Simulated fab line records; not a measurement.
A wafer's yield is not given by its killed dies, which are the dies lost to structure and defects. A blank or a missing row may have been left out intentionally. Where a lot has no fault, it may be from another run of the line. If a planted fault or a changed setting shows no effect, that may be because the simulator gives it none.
Matching of chambers    flow nand-harc    NHARC_P_M2_ETCH_35 on rie-diel-13 has 4 sister chambers
The step etches the open film in N2/H2, target depth 40 nm, overetch 12 nm, time 43.94 s. 14 wafers are shown with their chamber, then 7 later ones without.

WAFERS WITH THEIR CHAMBER
wafer   chamber  drypump-motor-current-A (A)  rf-vpp-V (V)  oes-product-au (a.u.)
L803.3  0        6.8                          434.8         1.007
L803.4  3        6.0                          435.5         0.997
L803.6  3        6.0                          436.1         0.998
L801.2  2        6.0                          433.0         0.998
L801.4  0        6.8                          433.5         1.006
L801.6  3        6.0                          435.6         0.997
L804.3  1        5.9                          428.9         0.988
L804.4  3        6.0                          433.5         0.998
L804.5  2        6.1                          433.5         0.998
L808.2  2        6.0                          433.9         1.002
L808.3  3        6.1                          436.1         0.994
L808.6  3        6.1                          435.2         1.000
L812.1  0        6.8                          433.8         0.999
L812.2  3        6.1                          434.4         0.997

SIGNATURES, as means of the wafers listed above
reading                  chamber 0  chamber 1  chamber 2  chamber 3  scatter within a chamber
drypump-motor-current-A  6.800      5.900      6.033      6.043      0.0488
rf-vpp-V                 434.033    428.900    433.467    435.200    0.821
oes-product-au           1.00400    0.98800    0.99933    0.99729    0.00261
Rule: for a wafer and a chamber, the distance is found by dividing, reading by reading, the gap between the wafer's reading and the chamber's mean by the reading's scatter, squaring, summing and taking the root. If the next closest chamber is less than 2 further off than the closest, the wafer can't be placed; otherwise it belongs to the closest. The scatter is the square root of a quotient: the sum, over the shown wafers, of each reading's squared deviation from its chamber's mean, divided by wafers minus chambers.

WAFERS WHOSE CHAMBER IS MISSING
wafer   drypump-motor-current-A (A)  rf-vpp-V (V)  oes-product-au (a.u.)
L812.4  5.9                          429.7         1.006
L814.3  6.8                          435.0         0.999
L814.4  5.9                          430.3         1.001
L814.5  6.1                          433.7         0.997
L821.2  6.1                          433.9         1.000
L821.5  5.8                          428.3         1.003
L821.6  6.1                          433.3         0.999

WHICH CHAMBER EACH ONE RAN IN
wafer   from the rows above      in truth
L812.4  can't be placed: 2 or 1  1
L814.3  0                        0
L814.4  can't be placed: 2 or 1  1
L814.5  can't be placed: 2 or 3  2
L821.2  can't be placed: 2 or 3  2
L821.5  can't be placed: 1 or 2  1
L821.6  can't be placed: 2 or 3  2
Placed correctly: 1 of 7. Unplaceable from these rows: 6, with the true chamber sitting among the candidates in 6. 0 placed wrongly.
